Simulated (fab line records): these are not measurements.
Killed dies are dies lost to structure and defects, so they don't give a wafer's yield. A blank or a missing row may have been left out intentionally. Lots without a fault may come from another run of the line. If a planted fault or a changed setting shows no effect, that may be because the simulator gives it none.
Which tool is to blame? + flow n5Finfet + 10 lots with 30 wafers sampled at 3 steps, on a route of 1938 steps

## WHAT EACH GAUGE READ, for each wafer
N5_BEOL_M5_OVL_MEAS_12.
| lot  | measured     | on         | M5_OVL (nm)    |
|------|--------------|------------|----------------|
| L296 | day 8 03:25  | overlay-01 | 0.4 -0.8 0.5   |
| L297 | day 8 11:01  | overlay-02 | 0.2 0.0 0.1    |
| L299 | day 9 04:04  | overlay-02 | -0.6 -0.5 -1.2 |
| L300 | day 9 06:47  | overlay-01 | -1.0 -0.4 -0.9 |
| L303 | day 10 03:25 | overlay-02 | -0.3 -1.1 -0.1 |
| L306 | day 10 07:21 | overlay-01 | 0.8 1.6 1.4    |
| L305 | day 10 22:19 | overlay-02 | 0.0 0.0 0.5    |
| L312 | day 12 02:20 | overlay-01 | 7.5 6.8 6.9    |
| L311 | day 12 02:26 | overlay-01 | 8.1 7.2 7.0    |
| L315 | day 13 03:12 | overlay-02 | -0.3 0.1 0.8   |

## TOOL THAT RAN EACH LOT (tool first, then ch and the chambers of the sampled wafers, then the start)
| lot  | N5_BEOL_M5_PECVD_70             | N5_BEOL_M5_EXPOSE_08             |
|------|---------------------------------|----------------------------------|
| L296 | pecvd-01 ch 0,1,2, day 8 00:37  | euvScanner-01 ch 0, day 8 03:15  |
| L297 | pecvd-03 ch 1,2, day 8 07:38    | euvScanner-01 ch 0, day 8 10:52  |
| L299 | pecvd-01 ch 0,1,2, day 9 02:58  | euvScanner-01 ch 0, day 9 03:54  |
| L300 | pecvd-01 ch 0,1,2, day 9 05:24  | euvScanner-01 ch 0, day 9 06:38  |
| L303 | pecvd-04 ch 0,1,2, day 10 01:35 | euvScanner-02 ch 0, day 10 03:15 |
| L306 | pecvd-03 ch 0,1,2, day 10 04:29 | euvScanner-02 ch 0, day 10 07:12 |
| L305 | pecvd-01 ch 0,1,2, day 10 19:27 | euvScanner-01 ch 0, day 10 22:09 |
| L312 | pecvd-01 ch 0,1,2, day 12 00:44 | euvScanner-01 ch 0, day 12 02:10 |
| L311 | pecvd-03 ch 0,1,2, day 12 00:58 | euvScanner-01 ch 0, day 12 02:16 |
| L315 | pecvd-03 ch 0,1,2, day 13 02:32 | euvScanner-02 ch 0, day 13 03:02 |
- N5_BEOL_M5_PECVD_70: deposits SiO2 from TEOS/O2, target thk 16 nm, time 18 s.
- N5_BEOL_M5_EXPOSE_08: exposes mask M5, target cd 28 nm.

## THE ANSWER, worked out from the rows above alone
Rule: what is usual is taken from the lots themselves. Put in order of their means at a reading, lots are off if they are a third of the lots or fewer, leave a main group of 4 or more, and stand apart from it by a gap of 3 or more times the standard deviation of the main group's means; of several such gaps the widest counts. A main group is skipped when, at the precision printed for the reading in the tables above, its means are all equal. A lot without any number at a reading at which 4 lots or more have one is off too. Where the step has rows for the other lots, those lots are counted as sound.
Off: at N5_BEOL_M5_OVL_MEAS_12 (M5_OVL), L312, L311. The main group has a mean of -0.0 nm with a standard deviation of 0.62.
A tool fits if, at a process step before that reading, it ran every lot that is off, and no sound lot after the first of them. Those tools and the gauges at N5_BEOL_M5_OVL_MEAS_12 are tried in the same way. Can't be told from this: 2 tools fit, euvScanner-01 at N5_BEOL_M5_EXPOSE_08, overlay-01 at N5_BEOL_M5_OVL_MEAS_12.

## WHAT HAD BEEN PUT IN BY THE SIMULATOR
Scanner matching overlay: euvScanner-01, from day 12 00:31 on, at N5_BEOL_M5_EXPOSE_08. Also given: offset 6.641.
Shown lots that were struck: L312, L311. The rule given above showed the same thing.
